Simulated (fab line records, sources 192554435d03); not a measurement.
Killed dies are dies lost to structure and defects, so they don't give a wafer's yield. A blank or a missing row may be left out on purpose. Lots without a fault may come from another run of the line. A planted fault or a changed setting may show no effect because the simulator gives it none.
Chamber matching | flow n5_finfet | N5_BEOL_M0_SAQP_ETCH_88 on rie_diel-02: 4 sister chambers
The step etches underlayer in N2/H2, target depth 6.5 nm, time 5.2 s. 8 wafers are shown with their chamber, then 11 later ones without.

WAFERS WITH THEIR CHAMBER
wafer  | chamber | showerhead_plenum_p_Torr (Torr) | throttle_valve_pct (%)
L079.1 | 2       | 2.66                            | 17.86
L080.2 | 2       | 2.66                            | 17.89
L084.3 | 1       | 2.59                            | 18.16
L084.5 | 0       | 2.58                            | 18.03
L086.1 | 3       | 2.72                            | 17.70
L086.2 | 1       | 2.58                            | 18.16
L086.3 | 0       | 2.58                            | 18.04
L090.1 | 3       | 2.72                            | 17.69

WAFERS WITHOUT THEIR CHAMBER
wafer  | showerhead_plenum_p_Torr (Torr) | throttle_valve_pct (%)
L090.5 | 2.57                            | 18.05
L090.6 | 2.58                            | 18.13
L093.2 | 2.71                            | 17.73
L093.4 | 2.57                            | 18.10
L093.6 | 2.58                            | 18.16
L076.2 | 2.57                            | 18.08
L076.3 | 2.71                            | 17.70
L076.5 | 2.71                            | 17.72
L096.1 | 2.57                            | 18.10
L096.3 | 2.58                            | 18.18
L096.4 | 2.71                            | 17.71

WHICH CHAMBER EACH WENT THROUGH
wafer  | from the rows above     | in truth
L090.5 | 0                       | 0
L090.6 | 1                       | 1
L093.2 | 3                       | 3
L093.4 | can't be placed: 0 or 1 | 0
L093.6 | 1                       | 1
L076.2 | 0                       | 0
L076.3 | 3                       | 3
L076.5 | 3                       | 3
L096.1 | can't be placed: 0 or 1 | 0
L096.3 | 1                       | 1
L096.4 | 3                       | 3
Placed correctly: 9 of 11. Can't be placed from these rows: 2 (the true chamber is among the candidates in 2). Placed wrongly: 0.
How it was worked out, from the rows above alone: a wafer's distance from a chamber is the root of the sum, over the readings, of the square of ((its reading less the chamber's mean) divided by the reading's scatter). The wafer belongs to the nearest chamber; if the next one is less than 2 further off, it can't be placed. A chamber's mean is the mean of its shown wafers. The scatter: the root of (the sum of the squares of (reading less its chamber's mean) over the shown wafers, divided by (wafers less chambers)).
